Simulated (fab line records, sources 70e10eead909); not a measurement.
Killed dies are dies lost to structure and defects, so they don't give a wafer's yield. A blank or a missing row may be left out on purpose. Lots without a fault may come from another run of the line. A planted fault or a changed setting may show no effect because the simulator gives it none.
fab line records | flow nand_harc | part 2 of 2: steps 17 to 26 of 26
record lots=5 wafers=15 last_day=33
route steps=1302 shown A_CHANNEL_HOLE_D1@468 A_CHANNEL_FILL_D1@490
lots that met no fault: from a run of the same line without faults
start_h: hours from the record's first day to the start of the lot's first wafer shown | wait_h: hours since the lot's step before | " the same as in the row above | L1.1+2: a row that stands for several wafers | - no value, or no start given | * or withheld: withheld | < > ~ a bound
route shown NAME@n: a module of which the file shows steps, and the number in the route of the first | usual: mean/standard deviation of fault-free wafers | same: alike in all rows | chamber/n: place in a boat | sites: the reading at each site | _std_site: their standard deviation | _edge_site: outer sites' mean less inner sites' | radius_mm: how far each site lies from the wafer's centre | mask NAME#n: copy n | behind: the tool/chamber that last shaped the wafer | hold: why the lot was held/for how many hours/how that ended | device: the transistor (n, p or np) that didn't switch | end of line: the same wafers' tests at the end of the route | a step without rows: its recipe alone | killed: dies lost to structure and defects at the first sort, not the wafer's yield | map: a wafer's dies, x killed, . not, _ none there
set.NAME: the setting as run; set.NAME@STEP: as run at that earlier step | model.NAME: the simulator's own value behind a step, which no gauge read
lots at some steps of the route; a table a step, a row a wafer
services: from which hour (start_h, from the record's first day; less than 0 if before it) a tool's chamber was out of use, for how many hours, and why
## steps
# step NHARC_A_CHANNEL_HOLE_D1_STRIP_27
# recipe o2_flow_sccm=500 ar_flow_sccm=0 bias_w=0 chemistry=O2
# usual drypump_motor_current_A=5.5/0.32 oes_product_au=0.998/0.0079 rf_vpp_V=57.7/0.9 showerhead_plenum_p_Torr=3.49/0.16 throttle_valve_pct=17.036/0.0096
# columns lot.wafer tool chamber start_h wait_h drypump_motor_current_A oes_product_au rf_hours_counter_h rf_vpp_V showerhead_plenum_p_Torr throttle_valve_pct
L075.4 rie_diel-10 3 - - 5.6 1.001 12 57.8 3.40 17.052
L075.2 " 1 " " 5.4 0.992 13 55.7 3.32 17.018
L075.1 " 2 " " 5.1 0.996 12 59.3 3.65 17.045
L078.4 rie_diel-10 3 - - 5.6 0.987 15 56.1 3.40 17.024
L078.1 " 2 " " 5.1 0.995 14 57.9 3.65 17.047
L078.5 " 0 " " 5.5 1.003 - 57.4 3.75 17.048
L093.4 rie_diel-10 3 - - 5.6 1.001 10 57.6 3.39 17.048
L093.6 " 2 " " 5.1 0.994 - 58.4 3.64 17.036
L093.5 " 3 " " 5.6 1.008 - 58.2 3.39 17.038
L094.1 rie_diel-07 0 - - 5.4 1.013 28 57.8 3.28 17.032
L094.4 " 2 " " 5.4 1.000 30 56.6 3.37 17.046
L094.6 " 0 " " 5.5 1.006 - 59.1 3.28 17.013
L095.2 rie_diel-10 3 - - 5.6 0.994 13 57.7 3.39 17.020
L095.1 " 0 " " 5.5 1.009 13 59.7 3.74 17.015
L095.4 " 1 " " 5.3 0.992 11 56.6 3.31 17.019
# step NHARC_A_CHANNEL_HOLE_D1_PRECLEAN_28
# recipe time_s=* temp_c=50 bath_age_min=0 chemistry=SC1
# usual bath_guard_temp_C=50.1/0.49
# same time_s=*
# columns lot.wafer tool chamber start_h wait_h bath_guard_temp_C
L075.1 wet_bench-06 4 202.53 - 49.5
L075.4 " 6 " " 49.4
L075.2 " 0 " " 49.7
L078.5 wet_bench-06 1 223.19 - 49.6
L078.4 " 2 " " 50.0
L078.1 " 3 " " 50.4
L093.6 wet_bench-09 0 372.75 - 50.8
L093.4 " 2 " " 50.0
L093.5 " 3 " " 50.0
L094.1 wet_bench-09 5 399.35 - 50.1
L094.4 " 7 " " 50.3
L094.6 " 0 " " 50.7
L095.2 wet_bench-06 2 407.71 - 50.0
L095.1 " 5 " " 50.9
L095.4 " 6 " " 49.2
# step NHARC_A_CHANNEL_HOLE_D1_SRD_29
# columns lot.wafer tool chamber start_h wait_h
L075.1+4+2 wet_bench-06 4,6,0 - -
L078.5+4+1 wet_bench-06 1,2,3 - -
L093.6+4+5 wet_bench-09 0,2,3 - -
L094.1+4+6 wet_bench-09 5,7,0 - -
L095.2+1+4 wet_bench-06 2,5,6 - -
# step NHARC_A_CHANNEL_HOLE_D1_CD_MEAS_30
# usual cd_nm=90.0/0.85
# columns lot.wafer tool chamber start_h wait_h cd_nm
L075.1 cd_sem-03 - 202.67 - 90.3
L075.2 " - " " 89.0
L075.4 " - " " 89.9
L078.1 cd_sem-02 - 223.32 - 90.8
L078.4 " - " " 90.7
L078.5 " - " " 89.5
L093.4 cd_sem-02 - 372.89 - 90.6
L093.5 " - " " 90.1
L093.6 " - " " 88.9
L094.1 cd_sem-02 - 399.48 - 89.5
L094.4 " - " " 89.1
L094.6 " - " " 88.9
L095.1 cd_sem-01 - 407.84 - 89.3
L095.2 " - " " 89.9
L095.4 " - " " 90.6
# step NHARC_A_CHANNEL_HOLE_D1_XSEM_31
# recipe landing_energy_ev=35000
# usual bot_cd_nm=74.4/0.99 bow_nm=8.64/0.29 tilt_deg=0.07/0.038
# columns lot.wafer tool chamber start_h wait_h bot_cd_nm bow_nm tilt_deg
L075.1 xsem-02 0 202.76 0.1 74.4 8.47 0.06
L075.2 " 0 " " 73.0 8.44 0.06
L075.4 " 0 " " 74.2 8.37 0.06
L078.1 xsem-01 0 223.40 0.1 74.6 9.04 0.10
L078.4 " 0 " " 74.5 8.99 0.11
L078.5 " 0 " " 73.8 9.00 0.11
L093.4 xsem-01 0 372.98 0.1 76.3 8.82 0.07
L093.5 " 0 " " 76.0 8.75 0.07
L093.6 " 0 " " 74.2 8.81 0.07
L094.1 xsem-01 0 399.57 0.1 74.3 8.77 0.05
L094.4 " 0 " " 73.9 8.73 0.05
L094.6 " 0 " " 73.9 8.88 0.05
L095.1 xsem-01 0 407.93 0.1 73.6 8.53 0.15
L095.2 " 0 " " 74.9 8.58 0.15
L095.4 " 0 " " 74.3 8.51 0.15
# step NHARC_A_CHANNEL_HOLE_D1_INSPECT_40
# usual raw_defect_count=74/28
# columns lot.wafer tool chamber start_h wait_h raw_defect_count
L075.1 defect_inspect-02 - 202.86 - 82
L075.2 " - " " 91
L075.4 " - " " 94
L078.1 defect_inspect-01 - 223.50 - 36
L078.4 " - " " 47
L078.5 " - " " 42
L093.4 defect_inspect-01 - 373.07 - 106
L093.5 " - " " 101
L093.6 " - " " 98
L094.1 defect_inspect-02 - 399.67 - 39
L094.4 " - " " 48
L094.6 " - " " 34
L095.1 defect_inspect-01 - 408.03 - 60
L095.2 " - " " 61
L095.4 " - " " 60
# step NHARC_A_CHANNEL_FILL_D1_PRECLEAN_00
# recipe time_s=* temp_c=50 bath_age_min=0 chemistry=SC1
# usual bath_guard_temp_C=50.0/0.7
# same time_s=*
# columns lot.wafer tool chamber start_h wait_h bath_guard_temp_C
L075.1 wet_bench-05 5 202.92 0.1 50.0
L075.2 " 7 " " 48.8
L075.4 " 0 " " 50.7
L078.5 wet_bench-02 6 223.55 0.0 50.5
L078.1 " 2 " " 48.9
L078.4 " 3 " " 49.6
L093.6 wet_bench-02 1 373.13 0.1 49.4
L093.5 " 3 " " 49.8
L093.4 " 4 " " 50.4
L094.4 wet_bench-04 7 399.72 0.1 50.6
L094.1 " 1 " " 50.2
L094.6 " 3 " " 50.6
L095.1 wet_bench-05 1 408.08 0.1 50.0
L095.2 " 4 " " 49.7
L095.4 " 5 " " 49.9
# step NHARC_A_CHANNEL_FILL_D1_SRD_01
# columns lot.wafer tool chamber start_h wait_h
L075.1+2+4 wet_bench-05 5,7,0 - -
L078.5+1+4 wet_bench-02 6,2,3 - -
L093.6+5+4 wet_bench-02 1,3,4 373.18 0.0
L094.4+1+6 wet_bench-04 7,1,3 - -
L095.1+2+4 wet_bench-05 1,4,5 - -
# step NHARC_A_CHANNEL_FILL_D1_ALD_02
# recipe target_thk_a=60 pulse_time_s=10 ald_cycles=60 temp_c=300 material=SiO2
# usual heater_power_w=478/34 precursor_pulse_height_rel=1.002/0.019
# columns lot.wafer tool chamber start_h wait_h heater_power_w precursor_pulse_height_rel since_wet_clean_h
L075.4 ald_hk-02 2 204.96 - 501 1.002 25
L075.2 " 3 " " 494 0.988 25
L075.1 " 0 " " 474 1.000 25
L078.4 ald_hk-02 3 223.70 - 518 1.043 44
L078.1 " 2 " " 501 0.989 44
L078.5 " 3 " " 514 1.031 -
L093.4 ald_hk-04 0 373.30 0.1 531 1.012 108
L093.6 " 0 " " 521 1.008 -
L093.5 " 1 " " 396 0.984 -
L094.4 ald_hk-04 2 399.86 - 453 1.003 135
L094.1 " 1 " " 398 0.989 135
L094.6 " 2 " " 458 0.997 -
L095.4 ald_hk-04 0 408.30 - 552 0.969 143
L095.2 " 1 " " 404 1.005 143
L095.1 " 2 " " 460 0.998 144
# step NHARC_A_CHANNEL_FILL_D1_ALD_03
# recipe target_thk_a=60 pulse_time_s=60 ald_cycles=58 temp_c=630 pressure_torr=2 material=SiNx
# usual chamber_pressure_Torr=2.000/0.0045 precursor_pulse_height_rel=0.997/0.019
# columns lot.wafer tool chamber start_h wait_h chamber_pressure_Torr precursor_pulse_height_rel
L075.1 ald_sin_batch-03 0 - - 2.000 0.978
L075.2 " 0 " " 2.003 1.008
L075.4 " 0 " " 1.997 0.987
L078.1 ald_sin_batch-02 0 - - 2.002 1.000
L078.4 " 0 " " 1.999 1.015
L078.5 " 0 " " 1.995 0.999
L093.4 ald_sin_batch-02 0 - - 2.003 1.005
L093.5 " 0 " " 2.008 1.018
L093.6 " 0 " " 2.003 0.979
L094.1 ald_sin_batch-01 0 - - 2.006 0.995
L094.4 " 0 " " 2.012 0.965
L094.6 " 0 " " 2.006 1.024
L095.1 ald_sin_batch-03 0 - - 1.999 1.019
L095.2 " 0 " " 2.002 1.025
L095.4 " 0 " " 2.001 0.993
## services
# columns tool chamber start_h hours kind
rie_diel-07 3 173.98 3.1 repair
wet_bench-09 - 176.84 8.0 pm
wet_bench-06 - 193.60 8.0 pm
wet_bench-04 - 227.20 8.0 pm
rie_diel-07 0 232.43 3.9 repair
rie_diel-10 - 242.54 9.0 pm
wet_bench-02 - 244.00 8.0 pm
wet_bench-02 - 253.45 2.7 repair
ald_hk-04 - 255.06 10.0 pm
wet_bench-02 - 258.41 1.2 repair
wet_bench-05 - 260.80 8.0 pm
ald_sin_batch-02 - 266.00 26.0 pm
rie_diel-07 0 278.31 7.7 repair
rie_diel-10 2 286.15 2.9 repair
rie_diel-07 - 294.29 9.0 pm
wet_bench-05 - 338.73 2.0 repair
ald_hk-02 - 348.00 10.0 pm
wet_bench-09 - 352.84 8.0 pm
xsem-01 - 364.77 1.8 repair
wet_bench-06 - 369.60 8.0 pm
rie_diel-10 1 372.76 22.8 repair
xsem-01 - 374.00 14.0 pm
har_etch-02 - 377.00 17.0 pm
wet_bench-04 - 403.20 8.0 pm
